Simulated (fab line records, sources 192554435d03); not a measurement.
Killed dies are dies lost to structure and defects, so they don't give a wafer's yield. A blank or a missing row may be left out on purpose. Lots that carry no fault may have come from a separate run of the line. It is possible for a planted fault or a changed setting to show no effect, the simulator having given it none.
Code-filled problem report in 8D (eight disciplines) form	flow n5 finfet	the parts of the form that need people (team, actions taken, sign-off) are left out

## 1. WHAT WENT WRONG
Mean of oes product au at N5_FIN_SAQP_ETCH_64: 1.304 a.u. across 3 wafers in 3 lots; on wafers with no fault it is 0.997 a.u. (standard deviation 0.018). That puts it +17 standard deviations away from the usual mean.
The step: etches SiO2 in CF4, target depth 1.5 nm.
Earliest sighting: wafer L674.2 on rie si-06 at day 5 08:31. At this step, 13 wafers from 5 lots have a number in the record. Rule for "out", or "out of limits": more than 4 standard deviations from the usual mean. All remaining wafers that have a number are taken as sound.

## 2. WHAT IT IS, AND WHAT IT ISN'T
question	is	is not
which readings at this step	oes product au	drypump motor current A, rf fwd power W
which lots	L674, L676, L678	L662, L683
which wafers of those lots	L674.2, L676.2, L678.5	L674.1, L676.1, L678.3, L678.6
read on which tools	rie si-06	rie si-03
when	from day 5 08:31	up to then (4 sound wafers); but 6 sound wafers of L676, L678, L683 came after

## 3. WHAT RULES OUT EACH SUSPECT
Counting: a tool at a process step up to the reading stays a suspect if it ran every lot that is out. Sound lots after the first of them don't rule it out here, since some wafers of a struck lot are sound.
- rie si-06 at N5_FIN_SAQP_ETCH_64 (etches SiO2 in CF4, target depth 1.5 nm): kept. Ran every lot that is out, first one L674 (day 5 08:31); last sound lot up to then L662 (day 2 08:37). Out on those wafers are its own readings of oes product au.
Left after counting: rie si-06 at N5_FIN_SAQP_ETCH_64.

## 4. THE CAUSE (what the simulator had put in)
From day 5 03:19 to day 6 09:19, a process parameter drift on rie si-06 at N5_FIN_SAQP_ETCH_64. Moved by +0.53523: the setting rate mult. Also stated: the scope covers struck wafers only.
Only this tool survived the counting.

## 5. THE EFFECT CHAIN, in route order
Each row: a reading where the mean over the struck wafers with a number is more than 3 standard deviations away from the usual. Readings are gone through only where the record gives a usual standard deviation; hours: the median, over the lots, of the time from a lot's start at the first step in this table giving one to that lot's start at this step; sigmas: the change measured in usual standard deviations.
hours	step	reading	usual	on struck wafers	change	sigmas
0	N5_FIN_SAQP_ETCH_64	oes product au	0.997 a.u.	1.304	+0.307	+17
Its process steps:
- N5_FIN_SAQP_ETCH_64: etches SiO2 in CF4, target depth 1.5 nm.
Later steps that measure or inspect, where all struck wafers having a row at the step show a number for every such reading and not one has moved that far: N5_BEOL_M4_RC_MEAS_101.

## 6. HOW IT WOULD HAVE BEEN CAUGHT EARLIER
The fault began at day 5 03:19; the first out-of-limits reading in this record came at day 5 08:31, 5 hours later.
